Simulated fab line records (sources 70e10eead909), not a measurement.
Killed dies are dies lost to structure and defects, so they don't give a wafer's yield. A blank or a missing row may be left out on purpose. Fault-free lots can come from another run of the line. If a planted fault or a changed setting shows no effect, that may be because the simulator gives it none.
Which tool was responsible? -- flow nand-harc -- 21 wafers from 7 lots sampled at 4 of the route's 1302 steps

## WHAT THE GAUGES READ, wafer by wafer
NHARC_THIN_TSV_CD_MEAS_37.
lot,measured,on,cd-nm (nm)
L283,day 24 02:49,cd-sem-03,5001.1 5002.5 5000.4
L286,day 26 00:04,cd-sem-03,5005.0 4999.8 5004.3
L298,day 30 17:05,cd-sem-01,4998.0 5001.6 4997.8
L301,day 31 10:23,cd-sem-02,5003.8 5000.9 5001.6
L303,day 32 19:24,cd-sem-02,4999.6 4999.2 5003.6
L305,day 32 23:41,cd-sem-01,4999.8 5000.8 5002.0

## WHAT TOOL EACH LOT RAN ON (gives the tool, then ch and the chambers of the sampled wafers, and finally the start)
lot,NHARC_P_GATE_DEVELOP_45,NHARC_THIN_TSV_DEP_47,NHARC_THIN_TSV_DEGAS_53
L283,"litho-track-07 ch 0, day 6 02:00","pecvd-02 ch 0,2, day 23 21:19","pvd-sputter-03, day 24 00:14"
L286,"litho-track-07 ch 0, day 7 04:00","pecvd-03 ch 1,2, day 25 18:44","pvd-sputter-03, day 25 21:35"
L290,"litho-track-03 ch 0, day 8 20:00",-,-
L298,"litho-track-03 ch 0, day 12 04:00","pecvd-01 ch 0,1,2, day 30 11:49","pvd-sputter-02, day 30 14:38"
L301,"litho-track-03 ch 0, day 13 08:00","pecvd-01 ch 0,2, day 31 04:52","pvd-sputter-01, day 31 07:57"
L303,"litho-track-02 ch 0, day 14 07:00","pecvd-01 ch 0,2, day 32 13:44","pvd-sputter-01, day 32 16:50"
L305,"litho-track-03 ch 0, day 15 00:00","pecvd-02 ch 0,2, day 32 18:00","pvd-sputter-02, day 32 21:02"
- NHARC_P_GATE_DEVELOP_45: time 70 s.
- NHARC_THIN_TSV_DEP_47: deposits SiO2, target thk 200 nm.
- NHARC_THIN_TSV_DEGAS_53: time 60 s.

## THE ANSWER, worked out from the rows above alone
Rule: the usual values come from the lots themselves. The widest of any qualifying gaps counts: lots, ordered by their means at a reading, are off when they make up no more than a third of the lots, leave a main group of 4 or more, and stand apart from it by 3 or more times the standard deviation of that group's means. If all means in a main group match to the digits the tables above print for the reading, that group is not used. A lot without any number at a reading at which 4 lots or more have one is off too. All remaining lots with rows at the step are treated as sound.
No lot is off at any reading shown: from this, nothing can be told.

## WHAT THE SIMULATOR PUT IN
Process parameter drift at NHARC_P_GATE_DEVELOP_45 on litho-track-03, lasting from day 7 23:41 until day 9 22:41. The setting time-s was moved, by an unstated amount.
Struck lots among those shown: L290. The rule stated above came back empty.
